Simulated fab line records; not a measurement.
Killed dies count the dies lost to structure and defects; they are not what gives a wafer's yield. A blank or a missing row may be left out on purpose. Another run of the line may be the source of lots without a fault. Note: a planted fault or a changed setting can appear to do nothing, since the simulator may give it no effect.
fab line records + flow n5Finfet
record
- lots=5
- wafers=15
- lastDay=16
route steps=1938 shown BEOL_M12@1641 PASSIVATION@1936
lots that met no fault: from a run of the same line without faults
startH: hours from the record's first day to the start of the lot's first wafer shown + waitH: hours from the lot's prior step to this one + " same as the row above + L1.1+2: a row that stands for several wafers + - no value, or no start was given + * or withheld: withheld + < > ~ a bound
route shown NAME@n: names a module that has steps shown in the file, with the first one's number in the route + usual: the fault-free wafers' mean and standard deviation + same: alike in all rows + chamber/n: place in a boat + sites: each site's reading + _std_site: standard deviation of those values + _edge_site: inner sites' mean taken away from outer sites' mean + radiusMm: for every site, how far away it sits from the centre of the wafer + mask NAME#n: copy n + behind: tool/chamber where the wafer was last shaped + hold: what put the lot on hold/how long, in hours/how the hold closed + device: the n, p or np transistor that did not switch + end of line: tests of these same wafers at the route's end + a step with no rows: only its recipe + killed: not the wafer's yield, but the dies lost to structure and defects at the first sort + map: the dies of a wafer, with x for killed, . for not killed, _ for no die there
set.NAME: setting as actually run; set.NAME@STEP: the setting as run at that earlier step + model.NAME: the simulator's own value behind a step, which no gauge read
lots at selected steps of the route; one table per step, one row per wafer
services: when a tool's chamber went out of use (startH, in hours from the record's first day, below 0 if earlier), for how many hours, and the reason
## steps
# step N5_BEOL_M12_OCD_MEAS_35
# usual
- trenchDepthNm=319/6.7
| lot.wafer | tool   | chamber | startH | waitH | trenchDepthNm |
|-----------|--------|---------|--------|-------|---------------|
| L128.2    | ocd-02 | -       | 238.75 | 0.0   | 308           |
| L128.3    | "      | -       | "      | "     | 325           |
| L128.5    | "      | -       | "      | "     | 326           |
| L131.1    | ocd-02 | -       | 269.66 | 0.0   | 331           |
| L131.4    | "      | -       | "      | "     | 330           |
| L131.5    | "      | -       | "      | "     | 323           |
| L138.2    | ocd-02 | -       | 309.33 | 0.0   | 323           |
| L138.3    | "      | -       | "      | "     | 327           |
| L138.6    | "      | -       | "      | "     | 322           |
| L139.1    | ocd-02 | -       | 309.90 | 0.0   | 323           |
| L139.2    | "      | -       | "      | "     | 309           |
| L139.4    | "      | -       | "      | "     | 312           |
| L147.1    | ocd-01 | -       | 358.91 | 0.0   | 319           |
| L147.2    | "      | -       | "      | "     | 319           |
| L147.5    | "      | -       | "      | "     | 321           |
# step N5_BEOL_M12_STRIP_37
# recipe
- chemistry=N2/H2
- powerW=1000
- tempC=250
- h2Frac=0.65
- overashFraction=0.3
- pressureMtorr=withheld
- n2FlowSccm=1750
- h2FlowSccm=3250
# usual
- drypumpMotorCurrentA=5.6/0.48
- heaterPowerW=370/29
- n2FlowSccm=1750/4.8
- oesProductAu=0.791/0.011
| lot.wafer | tool           | chamber | startH | waitH | drypumpMotorCurrentA | heaterPowerW | n2FlowSccm | oesProductAu | rfHoursCounterH |
|-----------|----------------|---------|--------|-------|----------------------|--------------|------------|--------------|-----------------|
| L128.2    | plasmaAsher-02 | 0       | 238.79 | 0.0   | 5.7                  | 344          | 1751       | 0.810        | 122             |
| L128.3    | "              | 0       | "      | "     | 5.7                  | 338          | 1753       | 0.790        | -               |
| L128.5    | "              | 0       | "      | "     | 5.7                  | 347          | 1754       | 0.792        | -               |
| L131.1    | plasmaAsher-02 | 1       | 269.70 | 0.0   | 6.3                  | 361          | 1752       | 0.783        | 128             |
| L131.4    | "              | 0       | "      | "     | 5.7                  | 345          | 1758       | 0.800        | -               |
| L131.5    | "              | 0       | "      | "     | 5.7                  | 338          | 1753       | 0.796        | -               |
| L138.2    | plasmaAsher-01 | 0       | 309.37 | 0.0   | 5.0                  | 422          | 1747       | 0.788        | 82              |
| L138.3    | "              | 0       | "      | "     | 5.0                  | 412          | 1751       | 0.796        | -               |
| L138.6    | "              | 0       | "      | "     | 5.0                  | 416          | 1758       | 0.780        | -               |
| L139.1    | plasmaAsher-01 | 1       | 309.93 | 0.0   | 5.4                  | 361          | 1751       | 0.789        | 82              |
| L139.2    | "              | 0       | "      | "     | 4.9                  | 421          | 1750       | 0.803        | 82              |
| L139.4    | "              | 1       | "      | "     | 5.4                  | 355          | 1750       | 0.779        | -               |
| L147.1    | plasmaAsher-01 | 0       | 358.95 | 0.0   | 4.9                  | 409          | 1744       | 0.786        | 92              |
| L147.2    | "              | 1       | "      | "     | 5.5                  | 364          | 1745       | 0.784        | 92              |
| L147.5    | "              | 1       | "      | "     | 5.4                  | 356          | 1753       | 0.792        | -               |
# step N5_BEOL_M12_ETCH_38
# recipe
- chemistry=CF4/N2
- target=SiCN
- targetDepthA=687
- taperDeg=2
- timeS=73.4
- ionEnergyEv=150
- maskMaterial=SiO2
- pressureMtorr=40
- sourceW=430
- biasW=70
- Ar_flow_sccm=100
- cf4FlowSccm=60
- n2FlowSccm=60
# usual
- drypumpMotorCurrentA=5.7/0.39
- n2FlowSccm=60.00/0.19
- oesProductAu=0.80/0.088
- rfVppV=383.1/1.9
- showerheadPlenumPTorr=2.24/0.076
- throttleValvePct=15.37/0.29
| lot.wafer | tool       | chamber | startH | waitH | drypumpMotorCurrentA | n2FlowSccm | oesProductAu | rfHoursCounterH | rfVppV | showerheadPlenumPTorr | throttleValvePct |
|-----------|------------|---------|--------|-------|----------------------|------------|--------------|-----------------|--------|-----------------------|------------------|
| L128.2    | rieDiel-02 | 2       | 239.84 | -     | 5.3                  | 59.73      | 0.87         | 43              | 385.9  | 2.36                  | 15.50            |
| L128.3    | "          | 1       | "      | "     | 5.9                  | 59.83      | 0.94         | 15              | 384.8  | 2.35                  | 15.24            |
| L128.5    | "          | 3       | "      | "     | 6.4                  | 59.94      | 0.82         | -               | 383.2  | 2.24                  | 15.36            |
| L131.1    | rieDiel-03 | 0       | 269.82 | -     | 5.4                  | 60.07      | 0.90         | 18              | 388.0  | 2.32                  | 15.13            |
| L131.4    | "          | 0       | "      | "     | 5.4                  | 60.04      | 0.89         | -               | 385.3  | 2.32                  | 15.13            |
| L131.5    | "          | 1       | "      | "     | 6.1                  | 60.14      | 0.91         | -               | 381.2  | 2.15                  | 14.84            |
| L138.2    | rieDiel-01 | 1       | 310.72 | -     | 6.1                  | 60.06      | 0.69         | 232             | 381.1  | 2.17                  | 15.55            |
| L138.3    | "          | 0       | "      | "     | 5.8                  | 60.44      | 0.66         | 223             | 382.8  | 2.29                  | 15.72            |
| L138.6    | "          | 1       | "      | "     | 6.1                  | 59.71      | 0.68         | -               | 381.8  | 2.17                  | 15.54            |
| L139.1    | rieDiel-01 | 1       | 312.67 | -     | 6.1                  | 60.07      | 0.69         | 232             | 381.0  | 2.17                  | 15.54            |
| L139.2    | "          | 2       | "      | "     | 5.1                  | 59.94      | 0.83         | 94              | 381.4  | 2.12                  | 15.18            |
| L139.4    | "          | 1       | "      | "     | 6.1                  | 60.23      | 0.69         | -               | 380.7  | 2.17                  | 15.55            |
| L147.1    | rieDiel-02 | 1       | 360.10 | -     | 5.9                  | 59.87      | 0.85         | 57              | 385.2  | 2.33                  | 15.29            |
| L147.2    | "          | 3       | "      | "     | 6.4                  | 60.41      | 0.78         | 144             | 382.4  | 2.22                  | 15.45            |
| L147.5    | "          | 3       | "      | "     | 6.4                  | 60.14      | 0.77         | -               | 382.0  | 2.22                  | 15.46            |
# step N5_BEOL_M12_PRECLEAN_39
# recipe
- chemistry=residueRemover
- timeS=60
- tempC=40
# step N5_BEOL_M12_SRD_40
# recipe
- timeS=30
- tempC=23
- rinseLiquid=diw
- dry=n2Spin
- spinRpm=1500
- dryTimeS=30
# step N5_BEOL_M12_DEGAS_41
# recipe
- ambient=vacuum
- tempC=250
- timeS=60
# usual
- heaterPowerW=335/33
| lot.wafer | tool          | chamber | startH | waitH | heaterPowerW |
|-----------|---------------|---------|--------|-------|--------------|
| L128.2    | pvdSputter-03 | -       | 240.39 | 0.4   | 368          |
| L128.3    | "             | -       | "      | "     | 385          |
| L128.5    | "             | -       | "      | "     | 326          |
| L131.1    | pvdSputter-02 | -       | 270.19 | 0.2   | 292          |
| L131.4    | "             | -       | "      | "     | 279          |
| L131.5    | "             | -       | "      | "     | 291          |
| L138.2    | pvdSputter-03 | -       | 312.98 | 2.1   | 333          |
| L138.3    | "             | -       | "      | "     | 372          |
| L138.6    | "             | -       | "      | "     | 364          |
| L139.1    | pvdSputter-01 | -       | 313.24 | 0.4   | 284          |
| L139.2    | "             | -       | "      | "     | 351          |
| L139.4    | "             | -       | "      | "     | 317          |
| L147.1    | pvdSputter-03 | -       | 360.57 | 0.3   | 360          |
| L147.2    | "             | -       | "      | "     | 315          |
| L147.5    | "             | -       | "      | "     | 323          |
# step N5_BEOL_M12_PRE_CLEAN_42
# recipe
- gas=H2/He
- timeS=30
- tempC=250
# step N5_BEOL_M12_SPUTTER_43
# recipe
- material=TaN
- targetThkA=150
- tempC=50
- biasV=168.6
- powerW=15000
- chamberPressurePa=0.12
- timeS=24.19
# step N5_BEOL_M12_SPUTTER_44
# recipe
- material=Ta
- targetThkA=100
- tempC=50
- biasV=80
- powerW=15000
- chamberPressurePa=0.07
- timeS=16.13
# usual
- throttleValvePct=30.1/0.93
| lot.wafer | tool          | chamber | startH | waitH | throttleValvePct |
|-----------|---------------|---------|--------|-------|------------------|
| L128.2    | pvdSputter-03 | -       | 240.55 | 0.0   | 30.4             |
| L128.3    | "             | -       | "      | "     | 30.4             |
| L128.5    | "             | -       | "      | "     | 31.7             |
| L131.1    | pvdSputter-02 | -       | 270.51 | 0.1   | 32.2             |
| L131.4    | "             | -       | "      | "     | 29.6             |
| L131.5    | "             | -       | "      | "     | 29.9             |
| L138.2    | pvdSputter-03 | -       | 313.14 | 0.0   | 31.9             |
| L138.3    | "             | -       | "      | "     | 30.4             |
| L138.6    | "             | -       | "      | "     | 30.3             |
| L139.1    | pvdSputter-01 | -       | 313.40 | 0.0   | 30.1             |
| L139.2    | "             | -       | "      | "     | 30.2             |
| L139.4    | "             | -       | "      | "     | 29.3             |
| L147.1    | pvdSputter-03 | -       | 360.73 | 0.0   | 30.3             |
| L147.2    | "             | -       | "      | "     | 29.8             |
| L147.5    | "             | -       | "      | "     | 31.6             |
# step N5_BEOL_M12_SPUTTER_45
# recipe
- material=Cu
- targetThkA=800
- tempC=-20
- biasV=60
- powerW=26000
- chamberPressurePa=0.13
- timeS=13.33
# step N5_BEOL_M12_ECD_47
# recipe
- material=Cu
- targetThkA=7200
# step N5_BEOL_M12_ANNEAL_48
# recipe
- tempC=225
- timeS=90
- ambient=N2
# usual
- wafer_temp_C_max=226.1/0.42
| lot.wafer | tool         | chamber | startH | waitH | wafer_temp_C_max |
|-----------|--------------|---------|--------|-------|------------------|
| L128.2    | rtpAnneal-02 | 0       | 241.53 | 0.7   | 225.8            |
| L128.3    | "            | 0       | "      | "     | 226.7            |
| L128.5    | "            | 0       | "      | "     | 227.0            |
| L131.1    | rtpAnneal-02 | 0       | 271.01 | 0.1   | 226.2            |
| L131.4    | "            | 0       | "      | "     | 226.5            |
| L131.5    | "            | 0       | "      | "     | 226.8            |
| L138.2    | rtpAnneal-01 | 0       | 313.56 | 0.2   | 225.7            |
| L138.3    | "            | 0       | "      | "     | 225.6            |
| L138.6    | "            | 0       | "      | "     | 225.8            |
| L139.1    | rtpAnneal-02 | 0       | 313.74 | 0.1   | 226.5            |
| L139.2    | "            | 0       | "      | "     | 226.6            |
| L139.4    | "            | 0       | "      | "     | 226.2            |
| L147.1    | rtpAnneal-01 | 0       | 361.39 | 0.4   | 225.8            |
| L147.2    | "            | 0       | "      | "     | 226.1            |
| L147.5    | "            | 0       | "      | "     | 225.5            |
# step N5_BEOL_M12_CMP_49
# recipe
- stopOn=SiOC
- tOverpolishS=20.6
- downForcePsi=1
- platenRpm=50
- clearingPlatenDownForcePsi=1.5
- clearingPlatenRpm=50
- postCmpClean=cuAlkaline
- targetThkNm=320
- clearingPlatenPadVelocityMS=0.99484
- padVelocityMS=0.99484
# usual
- barrierFieldEndpointS=30.2/1.1
- headPressurePsi=1.0000/0.0022
- motorCurrentA=5.8/0.6
- overpolishRunS=20.598/0.0089
| lot.wafer | tool   | chamber | startH | waitH | barrierFieldEndpointS | headPressurePsi | motorCurrentA | overpolishRunS |
|-----------|--------|---------|--------|-------|-----------------------|-----------------|---------------|----------------|
| L128.3    | cmp-04 | 0       | 241.82 | 0.2   | 31.2                  | 1.0013          | 5.1           | 20.593         |
| L128.2    | "      | 2       | "      | "     | 30.8                  | 1.0007          | 6.7           | 20.594         |
| L128.5    | "      | 0       | "      | "     | 30.3                  | 1.0021          | 4.9           | 20.599         |
| L131.1    | cmp-04 | 1       | 271.35 | 0.3   | 31.3                  | 0.9990          | 5.3           | 20.593         |
| L131.4    | "      | 2       | "      | "     | 29.8                  | 1.0010          | 6.8           | 20.585         |
| L131.5    | "      | 0       | "      | "     | 28.5                  | 1.0667          | 5.3           | 20.584         |
| L138.2    | cmp-03 | 3       | 313.81 | 0.2   | 29.0                  | 0.9985          | 4.9           | 20.587         |
| L138.3    | "      | 0       | "      | "     | 30.5                  | 1.0003          | 6.0           | 20.616         |
| L138.6    | "      | 3       | "      | "     | 30.1                  | 0.9991          | 5.0           | 20.595         |
| L139.4    | cmp-03 | 1       | 314.34 | 0.2   | 27.5                  | 0.9946          | 6.4           | 20.611         |
| L139.1    | "      | 2       | "      | "     | 28.7                  | 0.9998          | 5.7           | 20.601         |
| L139.2    | "      | 3       | "      | "     | 29.6                  | 0.9962          | 5.3           | 20.587         |
| L147.1    | cmp-01 | 3       | 361.74 | 0.3   | 32.6                  | 1.0020          | 5.4           | 20.600         |
| L147.2    | "      | 0       | "      | "     | 30.5                  | 1.0009          | 5.8           | 20.620         |
| L147.5    | "      | 2       | "      | "     | 31.1                  | 0.9967          | 6.2           | 20.594         |
# step N5_PASSIVATION_PROBE_49
# usual
- defectLimitedYield=91.5/1.5
- killed_at_M0_to_M3=33/9.9
- killed_at_M4_up=14/5.2
- killedAtContacts=11/5.2
- killedAtFrontEnd=38/10
- killedAtOther=4/3.5
- killedDies=100/18
- killedOpen=66/14
- killedShort=32/6.9
- sort_bin_5_function=5.0/1
- sort_bin_6_memory=3.1/0.69
- sort_bin_8_speed=0.03/0.26
- sortNPass=1080/18
- sortYieldPct=91.5/1.5
# same
- grossDies=1180
- killedAtBackSide=0
- sort_bin_4_leakage[%]=0
| lot.wafer | tool      | chamber | startH | waitH | defectLimitedYield[%] | killed_at_M0_to_M3 | killed_at_M4_up | killedAtContacts | killedAtFrontEnd | killedAtOther | killedDies | killedOpen | killedShort | sort_bin_5_function[%] | sort_bin_6_memory[%] | sort_bin_8_speed[%] | sortNPass | sortYieldPct[%] |
|-----------|-----------|---------|--------|-------|-----------------------|--------------------|-----------------|------------------|------------------|---------------|------------|------------|-------------|------------------------|----------------------|---------------------|-----------|-----------------|
| L128.2    | prober-01 | -       | 276.77 | 0.1   | 90.7                  | 32                 | 20              | 10               | 44               | 4             | 110        | 75         | 34          | 6.1                    | 3.0                  | 0                   | 1070      | 90.7            |
| L128.3    | prober-01 | -       | 276.82 | 0.1   | 92.5                  | 30                 | 11              | 10               | 32               | 6             | 89         | 62         | 26          | 4.7                    | 2.4                  | 0                   | 1091      | 92.5            |
| L128.5    | prober-01 | -       | 276.92 | 0.2   | 91.1                  | 34                 | 11              | 12               | 38               | 10            | 105        | 66         | 39          | 5.4                    | 3.1                  | 0                   | 1075      | 91.1            |
| L131.1    | prober-01 | -       | 323.98 | 0.0   | 90.1                  | 49                 | 18              | 7                | 37               | 6             | 117        | 75         | 41          | 5.8                    | 3.6                  | 0                   | 1063      | 90.1            |
| L131.4    | prober-01 | -       | 324.13 | 0.2   | 91.8                  | 33                 | 12              | 8                | 39               | 5             | 97         | 64         | 31          | 5.3                    | 2.8                  | 0                   | 1083      | 91.8            |
| L131.5    | prober-01 | -       | 324.18 | 0.2   | 92.7                  | 31                 | 8               | 4                | 40               | 3             | 86         | 52         | 30          | 4.2                    | 3.1                  | 0                   | 1094      | 92.7            |
| L138.2    | prober-02 | -       | 347.66 | 0.1   | 88.9                  | 49                 | 7               | 18               | 52               | 5             | 131        | 82         | 47          | 6.8                    | 3.9                  | 0                   | 1049      | 88.9            |
| L138.3    | prober-02 | -       | 347.71 | 0.1   | 92.8                  | 24                 | 13              | 6                | 40               | 2             | 85         | 50         | 35          | 3.7                    | 3.2                  | 0                   | 1095      | 92.8            |
| L138.6    | prober-02 | -       | 347.86 | 0.3   | 92.2                  | 25                 | 24              | 3                | 36               | 4             | 92         | 61         | 31          | 4.7                    | 3.0                  | 0                   | 1088      | 92.2            |
| L139.1    | prober-02 | -       | 351.64 | 0.0   | 92.9                  | 34                 | 19              | 5                | 25               | 1             | 84         | 50         | 33          | 4.9                    | 2.0                  | 0                   | 1096      | 92.9            |
| L139.2    | prober-02 | -       | 351.69 | 0.1   | 94.0                  | 29                 | 13              | 7                | 20               | 2             | 71         | 56         | 15          | 3.7                    | 2.2                  | 0                   | 1109      | 94.0            |
| L139.4    | prober-02 | -       | 351.79 | 0.2   | 90.3                  | 52                 | 17              | 7                | 34               | 4             | 114        | 75         | 37          | 6.3                    | 3.4                  | 0                   | 1066      | 90.3            |
| L147.1    | prober-02 | -       | 395.20 | 0.0   | 92.1                  | 30                 | 27              | 7                | 28               | 1             | 93         | 71         | 21          | 5.3                    | 2.5                  | 0                   | 1087      | 92.1            |
| L147.2    | prober-02 | -       | 395.25 | 0.1   | 92.1                  | 36                 | 12              | 6                | 36               | 3             | 93         | 61         | 32          | 5.4                    | 2.0                  | 0                   | 1087      | 92.1            |
| L147.5    | prober-02 | -       | 395.40 | 0.2   | 92.0                  | 40                 | 12              | 14               | 28               | 0             | 94         | 55         | 36          | 4.1                    | 3.3                  | 0.08                | 1086      | 92.0            |
# killed by level:class
L128.2 FIN_SAQP:geometricParticle:open=19 FIN_SAQP:geometricParticle:short=14 BEOL_M2:geometricParticle:open=14 BEOL_M4:geometricParticle:open=11 MOL_CONTACT_COAG:geometricParticle:open=10 BEOL_M3:geometricParticle:open=4 STI_FIN_REVEAL:geometricParticle:open=3 BEOL_M0_SAQP:geometricParticle:short=3
L128.3 BEOL_M3:geometricParticle:open=13 FIN_SAQP:geometricParticle:open=10 BEOL_M1:geometricParticle:open=8 MOL_CONTACT_COAG:geometricParticle:open=7 FIN_SAQP:geometricParticle:short=5 STI_FIN_REVEAL:geometricParticle:open=5 STARTING-WAFER:geometricParticle:short=4 GATE_CUT:geometricParticle:short=3
L128.5 FIN_SAQP:geometricParticle:open=12 BEOL_M0_SAQP:geometricParticle:short=11 MOL_CONTACT_COAG:geometricParticle:open=9 BEOL_M2:geometricParticle:open=7 BEOL_M1:geometricParticle:open=6 FIN_SAQP:geometricParticle:short=5 STI_FIN_REVEAL:geometricParticle:open=5 BEOL_M0_SAQP:geometricParticle:open=5
L131.1 BEOL_M0_SAQP:geometricParticle:open=11 FIN_SAQP:geometricParticle:short=9 BEOL_M3:geometricParticle:open=9 BEOL_M4:geometricParticle:open=8 DUMMY_GATE:geometricParticle:open=7 STI_FIN_REVEAL:geometricParticle:open=6 MOL_CONTACT_COAG:geometricParticle:open=6 BEOL_M1:geometricParticle:short=6
L131.4 FIN_SAQP:geometricParticle:short=9 BEOL_M0_SAQP:geometricParticle:open=9 STI_FIN_REVEAL:geometricParticle:open=8 MOL_CONTACT_COAG:geometricParticle:open=7 BEOL_M2:geometricParticle:open=7 BEOL_M0_SAQP:geometricParticle:short=5 BEOL_M3:geometricParticle:open=5 FIN_SAQP:geometricParticle:open=4
L131.5 BEOL_M0_SAQP:geometricParticle:open=9 STI_FIN_REVEAL:geometricParticle:open=8 FIN_SAQP:geometricParticle:short=7 BEOL_M0_SAQP:geometricParticle:short=6 BEOL_M2:geometricParticle:open=6 FIN_SAQP:geometricParticle:open=4 STI_FIN_REVEAL:geometricParticle:short=4 DUMMY_GATE:geometricParticle:open=4
L138.2 MOL_CONTACT_COAG:geometricParticle:open=14 BEOL_M2:geometricParticle:open=13 DUMMY_GATE:geometricParticle:open=10 BEOL_M0_SAQP:geometricParticle:short=10 BEOL_M1:geometricParticle:open=10 FIN_SAQP:geometricParticle:short=6 BEOL_M3:geometricParticle:open=6 FIN_SAQP:geometricParticle:open=5
L138.3 FIN_SAQP:geometricParticle:short=11 FIN_SAQP:geometricParticle:open=8 BEOL_M4:geometricParticle:open=7 BEOL_M0_SAQP:geometricParticle:short=6 GATE_CUT:geometricParticle:short=5 BEOL_M0_SAQP:geometricParticle:open=5 MOL_CONTACT_COAG:geometricParticle:open=4 STI_FIN_REVEAL:geometricParticle:open=3
L138.6 GATE_CUT:geometricParticle:short=7 BEOL_M2:geometricParticle:open=7 BEOL_M4:geometricParticle:open=6 FIN_SAQP:geometricParticle:short=5 FIN_SAQP:geometricParticle:open=5 BEOL_M0:geometricParticle:open=5 STI_FIN_REVEAL:geometricParticle:open=4 DUMMY_GATE:geometricParticle:open=3
L139.1 BEOL_M0_SAQP:geometricParticle:short=10 BEOL_M2:geometricParticle:open=9 BEOL_M4:geometricParticle:open=7 BEOL_M1:geometricParticle:open=7 FIN_SAQP:geometricParticle:short=6 MOL_CONTACT_COAG:geometricParticle:open=5 ILD0:geometricParticle:open=4 BEOL_M8:geometricParticle:open=4
L139.2 MOL_CONTACT_COAG:geometricParticle:open=7 BEOL_M0_SAQP:geometricParticle:open=7 STI_FIN_REVEAL:geometricParticle:open=6 BEOL_M2:geometricParticle:open=6 BEOL_M4:geometricParticle:open=6 GATE_CUT:geometricParticle:short=5 BEOL_M1:geometricParticle:open=5 BEOL_M3:geometricParticle:open=4
L139.4 BEOL_M3:geometricParticle:open=12 BEOL_M4:geometricParticle:open=11 BEOL_M0:geometricParticle:open=9 GATE_CUT:geometricParticle:short=8 BEOL_M1:geometricParticle:open=8 FIN_SAQP:geometricParticle:open=6 BEOL_M0_SAQP:geometricParticle:short=6 BEOL_M1:geometricParticle:short=6
L147.1 BEOL_M4:geometricParticle:open=14 BEOL_M0_SAQP:geometricParticle:open=13 MOL_CONTACT_COAG:geometricParticle:open=7 BEOL_M0_SAQP:geometricParticle:short=6 BEOL_M2:geometricParticle:open=6 FIN_SAQP:geometricParticle:open=5 GATE_CUT:geometricParticle:short=5 DUMMY_GATE:geometricParticle:open=4
L147.2 BEOL_M0_SAQP:geometricParticle:open=12 FIN_SAQP:geometricParticle:open=9 BEOL_M0_SAQP:geometricParticle:short=8 FIN_SAQP:geometricParticle:short=5 MOL_CONTACT_COAG:geometricParticle:open=5 BEOL_M2:geometricParticle:open=4 STI_FIN_REVEAL:geometricParticle:open=4 GATE_CUT:geometricParticle:short=4
L147.5 BEOL_M0_SAQP:geometricParticle:short=11 MOL_CONTACT_COAG:geometricParticle:open=9 STI_FIN_REVEAL:geometricParticle:open=8 BEOL_M0_SAQP:geometricParticle:open=7 BEOL_M2:geometricParticle:open=7 BEOL_M1:geometricParticle:open=7 BEOL_M4:geometricParticle:open=6 GATE_CUT:geometricParticle:short=5
## services
| tool           | chamber | startH | hours | kind                        |
|----------------|---------|--------|-------|-----------------------------|
| rtpAnneal-02   | -       | 218.50 | 6.7   | pm                          |
| rieDiel-01     | 0       | 227.96 | 4.4   | repair                      |
| plasmaAsher-01 | -       | 229.68 | 3.8   | repair                      |
| cmp-04         | -       | 233.19 | 1.7   | repair                      |
| cmp-01         | -       | 236.25 | 10.6  | pm                          |
| cmp-03         | -       | 246.92 | 6.7   | pm                          |
| cmp-01         | -       | 257.26 | 2.1   | repair                      |
| rieDiel-02     | 0       | 261.01 | -     | clean                       |
| rieDiel-02     | 0       | 261.01 | -     | consumableReplace:focusRing |
| rieDiel-01     | 0       | 265.24 | 2.7   | repair                      |
| rieDiel-03     | 3       | 269.14 | 2.9   | repair                      |
| rieDiel-03     | 0       | 276.55 | 9.1   | repair                      |
| cmp-04         | -       | 286.21 | 1.1   | repair                      |
| rieDiel-03     | 0       | 288.37 | 9.7   | repair                      |
| cmp-04         | -       | 292.15 | 4.0   | pm                          |
| rieDiel-02     | -       | 297.79 | 0.4   | repair                      |
| cmp-03         | -       | 306.63 | 4.0   | pm                          |
| cmp-04         | -       | 317.03 | 4.6   | repair                      |
| rieDiel-03     | 3       | 317.24 | 16.4  | repair                      |
| rieDiel-02     | 0       | 318.32 | 7.6   | repair                      |
| cmp-01         | -       | 339.06 | 4.9   | pm                          |
| plasmaAsher-02 | -       | 344.06 | 1.2   | repair                      |
| cmp-03         | -       | 347.65 | 1.0   | repair                      |
| cmp-01         | -       | 349.24 | 1.2   | repair                      |
## key
firstSign
- step=N5_BEOL_M12_CMP_49
- reading=headPressurePsi
- direction=up
- sigmas=31
- usual=1.0000
- struck=1.0667
effect none on later readings
metAt N5_BEOL_M12_CMP_49
struckWafers L131.5
onsetBetween 241.82 271.35
fault
- kind=processParameterDrift
- tool=cmp-04
- chamber=0
- onsetH=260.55
- steps=N5_BEOL_M12_CMP_49
- channel=downForcePsi
- offset=0.063766
- shape=step
- endH=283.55
- actsIn=theseRecipesOnly
- stated=1
